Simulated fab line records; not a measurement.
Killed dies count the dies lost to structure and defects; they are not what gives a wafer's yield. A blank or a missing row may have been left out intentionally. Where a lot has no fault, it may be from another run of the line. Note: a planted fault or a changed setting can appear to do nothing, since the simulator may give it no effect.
Split-lot experiment | flow n5_finfet | on a route of 1938 steps: 7 lots, 21 wafers read

## ABOUT THE SPLIT
At N5_BEOL_M11_ETCH_66 (etches SOC in N2/H2, target depth 120 nm, overetch 24 nm, time 180 s), the setting time_s was moved away from the recipe's 180 s on 8 of the 21 wafers read, by -16.2% to +21.5%. This setting was run at the recipe's value on the other wafers.

The reading comes from the split's own step.

## THE READING
SiARC_of_BEOL_M11_COAT_64.thk_nm (the simulator's own value, which no gauge read), in nm, at N5_BEOL_M11_ETCH_66 (etches SOC in N2/H2, target depth 120 nm, overetch 24 nm, time 180 s). There is no usual value for it anywhere in the file. Across the 13 wafers here that went through the recipe, the average is 22.7 nm and the standard deviation 0.24 nm.

wafer  | tool, chamber at the split | time_s as run, s | against the recipe | SiARC_of_BEOL_M11_COAT_64.thk_nm, nm | against lot-mates on the recipe
L076.1 | rie_diel-05, 1             | 180              | recipe             | 22.6                                 | -
L076.5 | rie_diel-05, 1             | 180              | recipe             | 22.6                                 | -
L076.2 | rie_diel-05, 3             | 180              | recipe             | 23                                   | -
L077.2 | rie_diel-02, 3             | 150.8            | -16.2%             | 23.8                                 | +0.6
L077.3 | rie_diel-02, 0             | 150.8            | -16.2%             | 24                                   | +0.8
L077.4 | rie_diel-02, 1             | 180              | recipe             | 23.2                                 | -
L085.2 | rie_diel-05, 2             | 197.4            | +9.7%              | 21.6                                 | -1.2
L085.3 | rie_diel-05, 3             | 197.4            | +9.7%              | 22.2                                 | -0.6
L085.5 | rie_diel-05, 0             | 180              | recipe             | 22.8                                 | -
L089.1 | rie_diel-05, 3,0           | 180              | recipe             | 22.6                                 | -
L089.5 | rie_diel-05, 3,0           | 180              | recipe             | 22.6                                 | -
L089.4 | rie_diel-05, 0             | 180              | recipe             | 22.8                                 | -
L094.2 | rie_diel-06, 2             | 180              | recipe             | 23                                   | -
L094.4 | rie_diel-06, 0             | 214.3            | +19.1%             | 21.4                                 | -1.6
L094.6 | rie_diel-06, 2             | 214.3            | +19.1%             | 21.6                                 | -1.4
L096.2 | rie_diel-06, 1             | 180              | recipe             | 22.4                                 | -
L096.6 | rie_diel-06, 1             | 180              | recipe             | 22.4                                 | -
L096.5 | rie_diel-06, 2             | 180              | recipe             | 22.8                                 | -
L097.2 | rie_diel-05, 3,2           | 218.7            | +21.5%             | 21                                   | -1.4
L097.5 | rie_diel-05, 3,2           | 218.7            | +21.5%             | 21                                   | -1.4
L097.4 | rie_diel-05, 2             | 180              | recipe             | 22.4                                 | -
The file does not say which wafer passed through which chamber wherever a row lists several chambers: such a row stands for several wafers.

THE FIT
A straight line over all 21 wafers: SiARC_of_BEOL_M11_COAT_64.thk_nm changes by -0.0734 nm for each +1% of time_s; r = -0.95; the points scatter about the line by 0.24 nm.
The same after taking each lot's own level away (the mean of its wafers on the recipe; 21 wafers): -0.0641 nm for each +1%; r = -0.96; scatter 0.21 nm.
That fit puts the effect of the largest move of time_s on the reading at 1.4 nm.
Measured against the standard deviation above, the lots' own levels, which go from 22.40 to 23.20 nm, span 3.3 times it.
In other words, the slope is changed by the lot-to-lot level; the two fits disagree.
Check: for one of the wafers moved furthest among these (+21.5%), held out of the fit, the line's prediction against its lot-mates is -1.48 nm. It came out at -1.4 nm against them.

## OTHER SPLITS ON THESE WAFERS
Other splits were also applied to these wafers ahead of the reading. Each is held against what the fit with the lots' levels taken away leaves over:
other split on the same wafers | wafers away from the commonest value | r with SiARC_of_BEOL_M11_COAT_64.thk_nm (lot level and that fit taken away)
N5_BEOL_M11_EXPOSE_08 dose_mj  | 11                                   | -0.06

## THE FILE'S OWN FIT
SiARC_of_BEOL_M11_COAT_64.thk_nm changes by -0.0666 nm for each +1% of time_s, r = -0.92.
